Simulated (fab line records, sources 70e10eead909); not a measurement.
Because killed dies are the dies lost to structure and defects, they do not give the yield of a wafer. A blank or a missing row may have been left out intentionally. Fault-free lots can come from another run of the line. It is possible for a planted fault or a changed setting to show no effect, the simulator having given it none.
Comparing a struck lot with a sound one    flow nand harc    14 out of 1302 route steps
Sound: the wafers L513.1, L513.2, L513.4. Wafers struck: L511.1, L511.3, L511.4. The cause comes at the end.
Per side, at each step with rows, come the tool, then ch with its chambers, and then its first start. Under that, the readings that differ: sound wafers    struck wafers    difference of the means    sigmas: that difference in standard deviations of wafers without a fault.
alike: words and numbers the same on both sides, and readings whose means are apart by under 2 such deviations; not compared: readings that were withheld, readings missing a value for some wafer, numbers with overlapping values and no deviation given by the record, and bounds like >300 which may hide the same value.
A row with sigmas, a row that says differs or no value, or rows on one side alone: a step with any of these is where the two part. Non-overlapping numbers with no deviation appear without sigmas and do not part them. Lack of a reading on every wafer of one side parts them only where that side has two or more wafers.

NHARC_A_CHANNEL_HOLE_D1_ETCH_38: etches the open film in CF4, target depth 39 nm, time 65 s.
  sound on rie diel-03 ch 1,2,3, day 15 04:04; struck on rie diel-03 ch 1,2, day 14 11:14
  alike: bias w, cf4 flow sccm, drypump motor current A, oes product au, rf vpp V, showerhead plenum p Torr, throttle valve pct
  not compared: rf hours counter h
then, 3 steps without rows for these wafers: NHARC_A_CHANNEL_HOLE_D1_ETCH_39 (etches the open film in N2/H2, target depth 260 nm, time 325 s); NHARC_A_CHANNEL_HOLE_D1_ETCH_34 (etches the open film in CF4/CHF3, target depth 154 nm, time 77 s); NHARC_A_CHANNEL_HOLE_D1_ETCH_16 (etches the open film in O2/COS, target depth 3100 nm, time 806 s).
NHARC_A_CHANNEL_HOLE_D1_CD_MEAS_18:
  sound on cd sem-03, day 15 05:05; struck on cd sem-03, day 14 12:26
  alike: cd nm
then, 2 steps without rows for these wafers: NHARC_A_CHANNEL_HOLE_D1_ETCH_19 (etches the open film in C4F8/O2/Ar, time 34.5 s); NHARC_A_CHANNEL_HOLE_D1_ETCH_20 (etches the open film in C4F8/O2/Ar, time 361.9 s, target depth 1600 nm).
NHARC_A_CHANNEL_HOLE_D1_ETCH_21: etches the open film in C4F8/O2/Ar, time 514.3 s, target depth 1600 nm.
  sound on har etch-02 ch 0,1, day 15 07:52; struck on har etch-02 ch 0,1, day 14 15:22
  alike: c4f8 flow sccm, chamber pressure mTorr, drypump motor current A, showerhead plenum p Torr, throttle valve pct
  not compared: rf hours counter h
NHARC_A_CHANNEL_HOLE_D1_ETCH_22: etches the open film in C4F8/O2/Ar, time 666.7 s, target depth 1600 nm.
  sound on har etch-02 ch 0,1, day 15 08:18; struck on har etch-02 ch 0,1, day 14 15:49
  alike: c4f8 flow sccm, chamber pressure mTorr, drypump motor current A, showerhead plenum p Torr, throttle valve pct
  not compared: rf hours counter h
then, 2 steps without rows for these wafers: NHARC_A_CHANNEL_HOLE_D1_ETCH_23 (etches the open film in C4F8/O2/Ar, time 819 s, target depth 1600 nm); NHARC_A_CHANNEL_HOLE_D1_ETCH_24 (etches the open film in C4F8/O2/Ar, time 906.2 s, target depth 1500 nm).
NHARC_A_CHANNEL_HOLE_D1_ETCH_25: etches the open film in C4F8/O2/Ar, time 1040.2 s, target depth 1500 nm.
  sound on har etch-02 ch 0,1, day 15 10:19; struck on har etch-02 ch 0,1, day 14 17:54
  alike: c4f8 flow sccm, chamber pressure mTorr, drypump motor current A, showerhead plenum p Torr, throttle valve pct
  not compared: rf hours counter h
NHARC_A_CHANNEL_HOLE_D1_ETCH_26: etches the open film in C4F8/O2/Ar, time 224.1 s, target depth 300 nm.
  sound on har etch-02 ch 0,1, day 15 11:13; struck on har etch-02 ch 0,1, day 14 18:40
  no value came back on the struck wafers for any of 5 readings (bias v (V), c4f8 flow sccm (sccm) and others); on the sound wafers bias v (V) reads 297.2 303.5 299.1
  not compared: rf hours counter h
NHARC_A_CHANNEL_HOLE_D1_ETCH_33: etches the open film in C4F8/O2/Ar, time 90 s, target depth 400 nm.
  sound on har etch-02 ch 0,1, day 15 11:25; struck on har etch-02 ch 0,1, day 14 18:52
  alike: bias v, c4f8 flow sccm, drypump motor current A, showerhead plenum p Torr, throttle valve pct
  not compared: rf hours counter h

WHERE THEY PART
Only at NHARC_A_CHANNEL_HOLE_D1_ETCH_26, as far as this record shows. Later steps at which nothing parts them and some readings are alike: NHARC_A_CHANNEL_HOLE_D1_ETCH_33.

WHY: the cause the simulator had injected
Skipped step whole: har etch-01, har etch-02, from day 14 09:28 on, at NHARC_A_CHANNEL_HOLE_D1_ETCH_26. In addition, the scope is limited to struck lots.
